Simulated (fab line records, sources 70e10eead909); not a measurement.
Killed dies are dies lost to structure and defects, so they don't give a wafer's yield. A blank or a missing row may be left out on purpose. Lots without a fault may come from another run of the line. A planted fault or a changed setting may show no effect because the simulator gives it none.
fab line records | flow nand_harc
record lots=7 wafers=21 last_day=33
route steps=1302 shown P_ZERO_WELL@52 END@1302
lots that met no fault: from a run of the same line without faults
start_h: hours from the record's first day to the start of the lot's first wafer shown | wait_h: hours since the lot's step before | " the same as in the row above | L1.1+2: a row that stands for several wafers | - no value, or no start given | * or withheld: withheld | < > ~ a bound
route shown NAME@n: a module of which the file shows steps, and the number in the route of the first | usual: mean/standard deviation of fault-free wafers | same: alike in all rows | chamber/n: place in a boat | sites: the reading at each site | _std_site: their standard deviation | _edge_site: outer sites' mean less inner sites' | radius_mm: how far each site lies from the wafer's centre | mask NAME#n: copy n | behind: the tool/chamber that last shaped the wafer | hold: why the lot was held/for how many hours/how that ended | device: the transistor (n, p or np) that didn't switch | end of line: the same wafers' tests at the end of the route | a step without rows: its recipe alone | killed: dies lost to structure and defects at the first sort, not the wafer's yield | map: a wafer's dies, x killed, . not, _ none there
set.NAME: the setting as run; set.NAME@STEP: as run at that earlier step | model.NAME: the simulator's own value behind a step, which no gauge read
lots at some steps of the route; a table a step, a row a wafer
services: from which hour (start_h, from the record's first day; less than 0 if before it) a tool's chamber was out of use, for how many hours, and why
## steps
# step NHARC_P_ZERO_WELL_HMDS_45
# recipe time_s=30
# step NHARC_P_ZERO_WELL_COAT_46
# recipe spin_rpm=withheld
# step NHARC_P_ZERO_WELL_SOFTBAKE_47
# recipe temp_c=122 time_s=95
# step NHARC_P_ZERO_WELL_EBR_48
# step NHARC_P_ZERO_WELL_EXPOSE_49
# recipe na=0.6 target_cd_nm=2000 dose_mj=22.64 mask_id=P_HVPW
# step NHARC_P_ZERO_WELL_PEB_50
# recipe peb_temp_c=118 peb_time_s=85
# step NHARC_P_ZERO_WELL_DEVELOP_51
# recipe time_s=70
# step NHARC_P_ZERO_WELL_CD_MEAS_52
# recipe target_cd_nm=2000 landing_energy_ev=500
# usual cd_nm=1999.6/1.4
# columns lot.wafer tool chamber start_h wait_h cd_nm
L283.1 cd_sem-03 0 62.34 - 1999.4
L283.2 " 0 " " 1998.4
L283.4 " 0 " " 1998.2
L287.3 cd_sem-02 0 101.85 - 1999.0
L287.5 " 0 " " 1999.5
L287.6 " 0 " " 1999.0
L294.2 cd_sem-03 0 171.62 - 1999.6
L294.3 " 0 " " 2000.3
L294.4 " 0 " " 1999.6
L295.3 cd_sem-03 0 181.65 - 2001.3
L295.4 " 0 " " 2001.7
L295.6 " 0 " " 2002.5
L296.1 cd_sem-01 0 191.75 - 1998.8
L296.3 " 0 " " 1999.5
L296.4 " 0 " " 2000.4
L297.3 cd_sem-02 0 201.53 - 2000.3
L297.4 " 0 " " 2002.6
L297.5 " 0 " " 2000.2
L299.2 cd_sem-01 0 221.40 - 2000.8
L299.5 " 0 " " 1998.9
L299.6 " 0 " " 2000.7
# step NHARC_P_ZERO_WELL_HARDBAKE_53
# recipe temp_c=125 time_s=80
# step NHARC_P_ZERO_WELL_DESCUM_54
# recipe time_s=3 o2_flow_sccm=200 ar_flow_sccm=0 bias_power_w=0 chemistry=O2
# usual drypump_motor_current_A=5.7/0.43 oes_product_au=1.002/0.0068 rf_vpp_V=57.7/0.97 showerhead_plenum_p_Torr=1.88/0.098 throttle_valve_pct=11.311/0.0098
# columns lot.wafer tool chamber start_h wait_h drypump_motor_current_A oes_product_au rf_hours_counter_h rf_vpp_V showerhead_plenum_p_Torr throttle_valve_pct
L283.1 rie_diel-03 1 62.51 - 5.9 1.002 51 57.0 1.85 11.323
L283.2 " 2 " " 5.0 1.010 47 57.6 2.06 11.316
L283.4 " 3 " " 6.1 0.997 48 56.1 1.80 11.311
L287.3 rie_diel-05 3 102.03 - 5.2 1.003 21 57.3 2.07 11.304
L287.6 " 1 " " 5.4 1.001 - 57.5 1.98 11.314
L287.5 " 2 " " 6.1 1.006 - 56.3 1.81 11.308
L294.4 rie_diel-03 3 171.77 - 6.1 1.012 24 59.2 1.79 11.315
L294.3 " 0 " " 5.2 0.996 22 58.6 1.87 11.317
L294.2 " 2 " " 5.0 0.995 22 58.7 2.05 11.307
L295.4 rie_diel-04 1 181.82 - 6.0 1.007 3 56.7 1.92 11.327
L295.3 " 2 " " 5.6 0.991 3 56.8 1.82 11.292
L295.6 " 1 " " 5.9 1.008 - 55.8 1.92 11.307
L296.4 rie_diel-05 2 192.20 - 6.1 1.012 56 57.6 1.80 11.306
L296.1 " 0 " " 6.3 1.001 51 55.4 1.79 11.324
L296.3 " 1 " " 5.4 1.010 47 59.4 1.97 11.303
L297.3 rie_diel-05 2 201.68 - 6.1 1.004 60 57.1 1.80 11.326
L297.4 " 1 " " 5.4 1.001 52 58.0 1.97 11.310
L297.5 " 3 " " 5.2 1.002 - 57.3 2.06 11.309
L299.2 rie_diel-05 2 221.60 - 6.1 1.002 2 57.7 1.79 11.314
L299.6 " 0 " " 6.3 1.002 - 57.6 1.79 11.330
L299.5 " 1 " " 5.4 1.013 - 59.3 1.97 11.307
# step NHARC_P_ZERO_WELL_IMPLANT_55
# recipe energy_kev=180 dose_cm2=8e+11 tilt_deg=7
# step NHARC_P_ZERO_WELL_IMPLANT_61
# recipe energy_kev=30 dose_cm2=5e+11 tilt_deg=7
# step NHARC_P_ZERO_WELL_STRIP_56
# recipe time_s=840 temp_c=130 chemistry=SPM
# usual run_length_s=843.2/1.1
# columns lot.wafer tool chamber start_h wait_h run_length_s
L283.2 wet_bench-09 3 63.04 0.2 843.7
L283.1 " 5 " " 843.2
L283.4 " 0 " " 842.7
L287.3 wet_bench-05 3 102.56 0.1 842.4
L287.5 " 5 " " 842.7
L287.6 " 7 " " 844.1
L294.2 wet_bench-09 0 172.33 0.2 261.6
L294.3 " 1 " " 263.0
L294.4 " 3 " " 263.5
L295.3 wet_bench-09 3 182.35 0.1 263.7
L295.6 " 5 " " 261.9
L295.4 " 6 " " 260.6
L296.3 wet_bench-09 2 192.75 0.1 260.9
L296.4 " 5 " " 262.6
L296.1 " 6 " " 261.3
L297.4 wet_bench-05 4 202.25 0.1 842.5
L297.5 " 5 " " 844.4
L297.3 " 6 " " 843.3
L299.5 wet_bench-04 6 222.12 0.1 843.2
L299.6 " 7 " " 843.9
L299.2 " 2 " " 843.0
# step NHARC_P_ZERO_WELL_PRECLEAN_68
# recipe time_s=60 temp_c=50 bath_age_min=0 chemistry=SC1
# step NHARC_END_SORT_01
# recipe temp_c=25
# usual killed_at_array=47/14 killed_at_other=0.5/0.72 killed_at_periphery=4/3.1 killed_dies=52/15 killed_open=3.2/1.9 killed_short=2.4/1.7
# same gross_dies=677
# columns lot.wafer tool chamber start_h wait_h killed_at_array killed_at_other killed_at_periphery killed_dies killed_open killed_short
L287.3 prober-02 0 747.11 3.1 36 1 4 41 3 1
L287.5 prober-02 0 748.73 3.7 34 0 2 36 6 2
L287.6 prober-02 0 749.54 4.0 39 0 6 45 2 4
L299.2 prober-02 0 800.81 2.8 35 0 2 37 5 4
L299.5 prober-02 0 803.20 3.7 40 0 3 43 6 2
L299.6 prober-02 0 803.99 4.0 33 0 2 35 3 2
# killed by level:class
L287.3 A_SLIT:chamber_film_flake=15 A_CHANNEL_HOLE_D1:chamber_film_flake=8 A_WL_FILL:chamber_film_flake=4 A_CHANNEL_HOLE_D2:unspecified=2 A_CONTACT:chamber_film_flake=2 A_M1:chamber_film_flake=2 P_GATE:geometric_particle:short=1 P_M0:geometric_particle:open=1
L287.5 A_SLIT:chamber_film_flake=15 A_CHANNEL_FILL_D1:chamber_film_flake=3 A_CHANNEL_HOLE_D1:chamber_film_flake=2 A_CHANNEL_HOLE_D2:unspecified=2 A_WL_FILL:chamber_film_flake=2 A_CONTACT:chamber_film_flake=2 A_M1:chamber_film_flake=2 P_CONTACT:geometric_particle:open=1
L287.6 A_SLIT:chamber_film_flake=25 A_WL_FILL:chamber_film_flake=3 P_GATE:chamber_film_flake=2 P_CONTACT:chamber_film_flake=2 A_CHANNEL_HOLE_D1:chamber_film_flake=2 A_CONTACT:chamber_film_flake=2 P_STI:geometric_particle:short=1 A_CHANNEL_FILL_D1:geometric_particle:open=1
L299.2 A_CHANNEL_HOLE_D1:chamber_film_flake=12 A_SLIT:chamber_film_flake=4 A_CONTACT:chamber_film_flake=4 A_STAIRCASE:chamber_film_flake=3 P_M2:geometric_particle:open=1 A_DECK1_JOINT:geometric_particle:open=1 A_CHANNEL_HOLE_D2:geometric_particle:short=1 A_CHANNEL_FILL_D2:geometric_particle:short=1
L299.5 A_CHANNEL_HOLE_D1:chamber_film_flake=12 A_SLIT:chamber_film_flake=6 A_CONTACT:chamber_film_flake=6 A_STAIRCASE:chamber_film_flake=4 A_BONDPAD:chamber_film_flake=3 P_CONTACT:geometric_particle:open=2 A_CHANNEL_FILL_D1:geometric_particle:open=2 A_DECK1_JOINT:geometric_particle:short=2
L299.6 A_CHANNEL_HOLE_D1:chamber_film_flake=10 A_SLIT:chamber_film_flake=6 A_STAIRCASE:chamber_film_flake=5 A_CONTACT:chamber_film_flake=3 A_ONON_D1:geometric_particle:short=1 A_CHANNEL_HOLE_D1:geometric_particle:open=1 A_CHANNEL_FILL_D1:geometric_particle:open=1 A_DECK1_JOINT:geometric_particle:short=1
## services
# columns tool chamber start_h hours kind
rie_diel-03 3 41.98 7.6 repair
wet_bench-05 - 60.80 8.0 pm
rie_diel-05 3 61.87 12.4 repair
rie_diel-05 0 62.10 - clean
rie_diel-05 1 62.10 - clean
rie_diel-05 2 62.10 - clean
rie_diel-03 - 80.37 9.0 pm
wet_bench-09 - 85.66 3.5 repair
rie_diel-05 0 86.60 - clean
rie_diel-05 1 86.60 - clean
rie_diel-05 2 86.60 - clean
rie_diel-05 3 86.60 - clean
rie_diel-05 3 108.71 6.1 repair
wet_bench-05 - 110.57 3.8 repair
rie_diel-05 1 119.66 7.0 repair
wet_bench-09 - 152.80 8.0 pm
rie_diel-04 - 154.16 9.0 pm
rie_diel-05 1 164.73 3.1 repair
wet_bench-04 - 196.77 2.4 repair
rie_diel-04 1 198.23 12.1 repair
wet_bench-04 - 203.20 8.0 pm
rie_diel-03 2 205.24 9.5 repair
rie_diel-05 - 205.60 9.0 pm
rie_diel-04 2 217.82 8.8 repair
## key
first_sign step=NHARC_P_ZERO_WELL_STRIP_56 reading=run_length_s direction=down sigmas=99+ usual=* struck=*
effect none on later readings
met_at NHARC_P_ZERO_WELL_STRIP_56
struck_wafers L294.2,L294.3,L294.4,L295.3,L295.4,L295.6,L296.1,L296.3,L296.4
tester_left_out L294,L295,L296
onset_between 63.04 172.33
fault kind=process_parameter_drift tool=wet_bench-09 chamber=- onset_h=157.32 steps=NHARC_P_ZERO_WELL_STRIP_56 channel=time_s offset=* shape=step end_h=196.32 acts_in=* stated=*
# tester_left_out: of these lots the tester's yield and bins aren't shown, on N5 and GAA mostly nor the transistor test; their killed dies are dies lost to structure and defects alone, not to doping, threshold or leakage, so they don't give the yield
